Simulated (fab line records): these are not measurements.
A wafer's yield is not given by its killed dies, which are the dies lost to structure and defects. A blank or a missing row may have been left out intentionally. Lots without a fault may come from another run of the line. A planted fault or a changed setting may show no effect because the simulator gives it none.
Lot-split experiment	flow n5_finfet	39 wafers read across 7 lots, on a route 1938 steps long

== ABOUT THE SPLIT ==
At N5_HKMG_FIN_ETCH_32 (etches SOC in N2/H2, target depth 240 nm, time 300 s), the setting target_depth_a was moved away from the recipe's 2400 angstrom on 15 of the 39 wafers read, by -22.5% to +53.7%. All remaining wafers had this setting at the recipe value.

Reading taken at the split's own step.

== THE READING ==
SiARC_of_HKMG_FIN_COAT_30.thk_nm (the simulator's own value, which no gauge read), in nm, at N5_HKMG_FIN_ETCH_32 (etches SOC in N2/H2, target depth 240 nm, time 300 s). The file does not state a usual value for it. Across the 24 wafers here that went through the recipe, the average is 21.3 nm and the standard deviation 0.5 nm.

wafer	tool, chamber at the split	target_depth_a as run, angstrom	against the recipe	SiARC_of_HKMG_FIN_COAT_30.thk_nm, nm	against lot-mates on the recipe
L077.1	rie_diel-05, 1	2400	recipe	21.6	-
L077.2	rie_diel-05, 2	2400	recipe	21.4	-
L077.5	rie_diel-05, 0	2400	recipe	22	-
L082.1	rie_diel-05, 3	3201	+33.4%	17	-4.5
L082.2	rie_diel-05, 2	2400	recipe	21.4	-
L082.3	rie_diel-05, 1	3201	+33.4%	16.8	-4.7
L082.4	rie_diel-05, 0	2400	recipe	22	-
L082.5	rie_diel-05, 3	3201	+33.4%	17	-4.5
L082.6	rie_diel-05, 2	2400	recipe	21.2	-
L083.1	rie_diel-05, 3	3688	+53.7%	14	-7.4
L083.2	rie_diel-05, 1	2400	recipe	21.6	-
L083.3	rie_diel-05, 0	3688	+53.7%	14.8	-6.6
L083.4	rie_diel-05, 2	2400	recipe	21.2	-
L083.5	rie_diel-05, 3	2400	recipe	21.4	-
L083.6	rie_diel-05, 0	3688	+53.7%	15	-6.4
L090.1	rie_diel-06, 3	2400	recipe	21.6	-
L090.2	rie_diel-06, 1	2400	recipe	20.8	-
L090.3	rie_diel-06, 0	2400	recipe	20.4	-
L090.4	rie_diel-06, 1	2400	recipe	21	-
L090.5	rie_diel-06, 0	2400	recipe	20.4	-
L090.6	rie_diel-06, 3	2400	recipe	21.6	-
L095.1	rie_diel-05, 1	2400	recipe	21.2	-
L095.2	rie_diel-05, 0	1861	-22.5%	24.8	+3.3
L095.3	rie_diel-05, 2	1861	-22.5%	24.6	+3.1
L095.4	rie_diel-05, 0	2400	recipe	22	-
L095.5	rie_diel-05, 1	2400	recipe	21.4	-
L095.6	rie_diel-05, 2	1861	-22.5%	24.4	+2.9
L096.1	rie_diel-05, 0	2400	recipe	21.8	-
L096.4	rie_diel-05, 0	2400	recipe	21.8	-
L096.2	rie_diel-05, 2	2400	recipe	21.4	-
L096.3	rie_diel-05, 1	1906	-20.6%	24.2	+2.5
L096.5	rie_diel-05, 2	1906	-20.6%	24.2	+2.5
L096.6	rie_diel-05, 1	1906	-20.6%	24.2	+2.5
L097.1	rie_diel-02, 3	2400	recipe	21	-
L097.2	rie_diel-02, 0	2400	recipe	20.4	-
L097.3	rie_diel-02, 1	2400	recipe	20.4	-
L097.4	rie_diel-02, 2	3093	+28.9%	16.8	-3.8
L097.5	rie_diel-02, 2	3093	+28.9%	16.8	-3.8
L097.6	rie_diel-02, 3	3093	+28.9%	17	-3.6

FIT RESULTS
A straight line over all 39 wafers: SiARC_of_HKMG_FIN_COAT_30.thk_nm changes by -0.134 nm for each +1% of target_depth_a; r = -0.99; the points scatter about the line by 0.49 nm.
The same after taking each lot's own level away (the mean of its wafers on the recipe; 39 wafers): -0.13 nm for each +1%; r = -0.99; scatter 0.32 nm.
On that fit, the largest move of target_depth_a shifts the reading by 7 nm.
Across the lots, their own levels run from 20.60 to 21.67 nm, a range of 2.1 times the standard deviation given above.
The two slopes agree, so the slope changes little with the lot-to-lot level.
Check: with one of the wafers moved furthest among these (+53.7%) left out of the fit, the line predicts -6.88 nm for it against its lot-mates. Against them it came out at -7.4 nm.

== THESE WAFERS: OTHER SPLITS ==
Other splits were also applied to these wafers ahead of the reading. Each is held against what the fit with the lots' levels taken away leaves over:
other split on the same wafers	wafers away from the commonest value	r with SiARC_of_HKMG_FIN_COAT_30.thk_nm (lot level and that fit taken away)
N5_ZERO_LAYER_PECVD_02 time_s	15	-0.23
N5_SD_EPI_N_EPI_21 epi_growth_time_s	12	-0.18

== THE WHOLE CHAIN: every reading that the file lists as answering this split, in the file's order ==
step	what it does	reading	change (the file's fit)	r (the file's)
N5_HKMG_FIN_ETCH_32	etches SOC in N2/H2, target depth 240 nm, time 300 s	HKMG_FIN.feature_depth_nm (the simulator's own value, which no gauge read)	+2.29 nm for each +1% of the setting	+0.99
N5_HKMG_FIN_ETCH_32	etches SOC in N2/H2, target depth 240 nm, time 300 s	etch.depth_nm (the simulator's own value, which no gauge read)	+2.29 nm for each +1% of the setting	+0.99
N5_HKMG_FIN_ETCH_32	etches SOC in N2/H2, target depth 240 nm, time 300 s	SiARC_of_HKMG_FIN_COAT_30.thk_nm (the simulator's own value, which no gauge read)	-0.13 nm for each +1% of the setting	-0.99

== THE FILE'S OWN FIT ==
SiARC_of_HKMG_FIN_COAT_30.thk_nm changes by -0.13 nm for each +1% of target_depth_a, r = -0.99.
